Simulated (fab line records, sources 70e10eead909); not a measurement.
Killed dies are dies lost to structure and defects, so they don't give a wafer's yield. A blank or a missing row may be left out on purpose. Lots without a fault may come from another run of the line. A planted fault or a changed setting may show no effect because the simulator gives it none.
Chamber matching | flow nand_harc | NHARC_THIN_TSV_DESCUM_14 on rie_diel-06: 4 sister chambers
The step chemistry O2, time 3 s. 17 wafers are shown with their chamber, then 8 later ones without.

WAFERS WITH THEIR CHAMBER
wafer  | chamber | drypump_motor_current_A (A) | oes_product_au (a.u.) | rf_vpp_V (V)
L838.1 | 2       | 5.2                         | 1.010                 | 58.5
L838.2 | 3       | 5.8                         | 0.992                 | 57.4
L838.4 | 0       | 6.3                         | 0.995                 | 60.0
L841.2 | 2       | 5.2                         | 0.995                 | 59.7
L841.4 | 1       | 6.2                         | 0.995                 | 57.6
L841.6 | 3       | 5.7                         | 0.991                 | 57.1
L844.2 | 2       | 5.2                         | 0.996                 | 58.6
L844.5 | 0       | 6.3                         | 1.005                 | 58.0
L844.6 | 3       | 5.8                         | 0.996                 | 57.8
L845.1 | 1       | 6.2                         | 0.998                 | 58.9
L845.4 | 3       | 5.7                         | 0.991                 | 58.1
L845.6 | 0       | 6.3                         | 0.996                 | 57.4
L847.2 | 1       | 6.2                         | 0.992                 | 57.2
L847.3 | 2       | 5.2                         | 0.994                 | 58.1
L847.5 | 3       | 5.8                         | 1.004                 | 57.2
L848.2 | 2       | 5.2                         | 1.014                 | 58.2
L848.3 | 0       | 6.3                         | 1.003                 | 57.0

SIGNATURES (means of the wafers above)
reading                 | chamber 0 | chamber 1 | chamber 2 | chamber 3 | scatter within a chamber
drypump_motor_current_A | 6.300     | 6.200     | 5.200     | 5.760     | 0.0304
oes_product_au          | 0.99975   | 0.99500   | 1.00180   | 0.99480   | 0.00664
rf_vpp_V                | 58.100    | 57.900    | 58.620    | 57.520    | 0.843
Rule: a wafer's distance from a chamber is the root of the sum, over the readings, of the square of ((its reading less the chamber's mean) divided by the reading's scatter). The wafer belongs to the nearest chamber; if the next one is less than 2 further off, it can't be placed. The scatter: the root of (the sum of the squares of (reading less its chamber's mean) over the shown wafers, divided by (wafers less chambers)).

WAFERS WITHOUT THEIR CHAMBER
wafer  | drypump_motor_current_A (A) | oes_product_au (a.u.) | rf_vpp_V (V)
L848.6 | 6.3                         | 1.003                 | 57.9
L852.1 | 6.2                         | 1.012                 | 57.5
L852.2 | 6.3                         | 1.004                 | 57.2
L852.6 | 6.3                         | 0.996                 | 57.7
L855.2 | 5.2                         | 0.998                 | 58.5
L855.3 | 6.3                         | 1.002                 | 58.4
L855.4 | 5.8                         | 0.997                 | 57.8
L857.5 | 5.8                         | 0.993                 | 56.9

WHICH CHAMBER EACH WENT THROUGH
wafer  | from the rows above     | in truth
L848.6 | 0                       | 0
L852.1 | can't be placed: 1 or 0 | 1
L852.2 | 0                       | 0
L852.6 | 0                       | 0
L855.2 | 2                       | 2
L855.3 | 0                       | 0
L855.4 | 3                       | 3
L857.5 | 3                       | 3
Placed correctly: 7 of 8. Can't be placed from these rows: 1 (the true chamber is among the candidates in 1). Placed wrongly: 0.
